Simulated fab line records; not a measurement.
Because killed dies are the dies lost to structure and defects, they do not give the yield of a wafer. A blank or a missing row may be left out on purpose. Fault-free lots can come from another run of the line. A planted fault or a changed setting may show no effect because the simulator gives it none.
Which tool did it? / flow n5 finfet / 11 lots, 30 wafers sampled, at 4 steps of a route of 1938

## WHAT THE GAUGES READ, wafer by wafer
N5_BEOL_M14_CD_MEAS_28 targets a cd of 284.4 nm.
lot=L643; measured=day 11 01:34; on=cd sem-03; cd nm (nm)=282.7 283.0 286.1
lot=L646; measured=day 11 17:50; on=cd sem-01; cd nm (nm)=284.2 286.0
lot=L645; measured=day 11 18:12; on=cd sem-01; cd nm (nm)=291.5 284.4 287.1
lot=L649; measured=day 12 15:47; on=cd sem-03; cd nm (nm)=258.3 254.0 256.1
lot=L653; measured=day 14 06:37; on=cd sem-02; cd nm (nm)=262.3 266.0 261.8
lot=L656; measured=day 14 23:35; on=cd sem-01; cd nm (nm)=278.1 282.1
lot=L657; measured=day 15 02:40; on=cd sem-02; cd nm (nm)=282.7 283.2 278.6
lot=L660; measured=day 16 03:18; on=cd sem-03; cd nm (nm)=283.6 284.6 285.9
lot=L664; measured=day 16 16:31; on=cd sem-03; cd nm (nm)=285.7 284.3 279.2
lot=L661; measured=day 17 02:19; on=cd sem-01; cd nm (nm)=283.3 284.2
lot=L666; measured=day 18 02:17; on=cd sem-03; cd nm (nm)=284.8 282.1 286.0

## TOOL THAT RAN EACH LOT (tool first, then ch and the chambers of the sampled wafers, then the start)
lot=L643; N5_BEOL_M13_SPUTTER_45=pvd sputter-03, day 10 22:10; N5_BEOL_M13_DEP_53=pecvd-02 ch 0,1,2, day 10 23:28; N5_BEOL_M14_EXPOSE_25=krf scanner-02 ch 0, day 11 01:24
lot=L646; N5_BEOL_M13_SPUTTER_45=pvd sputter-01, day 11 15:14; N5_BEOL_M13_DEP_53=pecvd-02 ch 0,1, day 11 16:14; N5_BEOL_M14_EXPOSE_25=krf scanner-01 ch 0, day 11 17:40
lot=L645; N5_BEOL_M13_SPUTTER_45=pvd sputter-02, day 11 15:40; N5_BEOL_M13_DEP_53=pecvd-01 ch 0,1,2, day 11 16:36; N5_BEOL_M14_EXPOSE_25=krf scanner-01 ch 0, day 11 18:02
lot=L649; N5_BEOL_M13_SPUTTER_45=pvd sputter-01, day 12 13:22; N5_BEOL_M13_DEP_53=pecvd-02 ch 1,2, day 12 14:19; N5_BEOL_M14_EXPOSE_25=krf scanner-01 ch 0, day 12 15:37
lot=L653; N5_BEOL_M13_SPUTTER_45=pvd sputter-01, day 14 03:51; N5_BEOL_M13_DEP_53=pecvd-01 ch 1, day 14 04:52; N5_BEOL_M14_EXPOSE_25=krf scanner-01 ch 0, day 14 06:26
lot=L656; N5_BEOL_M13_SPUTTER_45=pvd sputter-02, day 14 20:55; N5_BEOL_M13_DEP_53=pecvd-02 ch 0,2, day 14 21:52; N5_BEOL_M14_EXPOSE_25=krf scanner-02 ch 0, day 14 23:25
lot=L657; N5_BEOL_M13_SPUTTER_45=pvd sputter-03, day 14 23:49; N5_BEOL_M13_DEP_53=pecvd-01 ch 1,2, day 15 01:03; N5_BEOL_M14_EXPOSE_25=krf scanner-02 ch 0, day 15 02:29
lot=L660; N5_BEOL_M13_SPUTTER_45=pvd sputter-03, day 16 00:28; N5_BEOL_M13_DEP_53=pecvd-03 ch 0,1,2, day 16 01:42; N5_BEOL_M14_EXPOSE_25=krf scanner-02 ch 0, day 16 03:07
lot=L664; N5_BEOL_M13_SPUTTER_45=pvd sputter-01, day 16 13:51; N5_BEOL_M13_DEP_53=pecvd-02 ch 0,1, day 16 14:47; N5_BEOL_M14_EXPOSE_25=krf scanner-02 ch 0, day 16 16:20
lot=L661; N5_BEOL_M13_SPUTTER_45=pvd sputter-03, day 16 23:40; N5_BEOL_M13_DEP_53=pecvd-03 ch 0,1, day 17 00:38; N5_BEOL_M14_EXPOSE_25=krf scanner-02 ch 0, day 17 02:10
lot=L666; N5_BEOL_M13_SPUTTER_45=pvd sputter-03, day 17 23:41; N5_BEOL_M13_DEP_53=pecvd-02 ch 0,1, day 18 00:37; N5_BEOL_M14_EXPOSE_25=krf scanner-02 ch 0, day 18 02:07
- N5_BEOL_M13_SPUTTER_45: material Cu, target thk 80 nm, time 13.33 s.
- N5_BEOL_M13_DEP_53: deposits SiCN from 3MS/NH3, target thk 50 nm, time 17.8 s.
- N5_BEOL_M14_EXPOSE_25: exposes mask M14, target cd 280 nm.

## THE ANSWER, worked out from the rows above alone
Rule: the lots themselves supply what counts as usual. The widest of any qualifying gaps counts: lots, ordered by their means at a reading, are off when they make up no more than a third of the lots, leave a main group of 4 or more, and stand apart from it by 3 or more times the standard deviation of that group's means. Not used: any main group whose means are identical at the precision the tables above print for the reading. Also off: a lot with no number at a reading for which 4 or more lots have one. The other lots that the step has rows for count as sound.
Off: L649, L653, at N5_BEOL_M14_CD_MEAS_28 (cd nm). For the main group the mean is 283.8 nm and the standard deviation 2.
If a tool, at a process step before that reading, ran all the lots that are off and no sound lot after the first of them, it fits. Those tools and the gauges at N5_BEOL_M14_CD_MEAS_28 are tried in the same way. One candidate fits, namely krf scanner-01 at N5_BEOL_M14_EXPOSE_25. A fault onset in the window from L645 (day 11 18:02, its last sound lot) to L649 (day 12 15:37, its first lot off) fits.

## WHAT HAD BEEN PUT IN BY THE SIMULATOR
Drift in process parameters on krf scanner-01 at N5_BEOL_M14_EXPOSE_25, starting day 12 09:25. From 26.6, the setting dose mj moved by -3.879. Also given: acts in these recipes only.
Struck lots among those shown: L649, L653. The rule above reached the same finding.
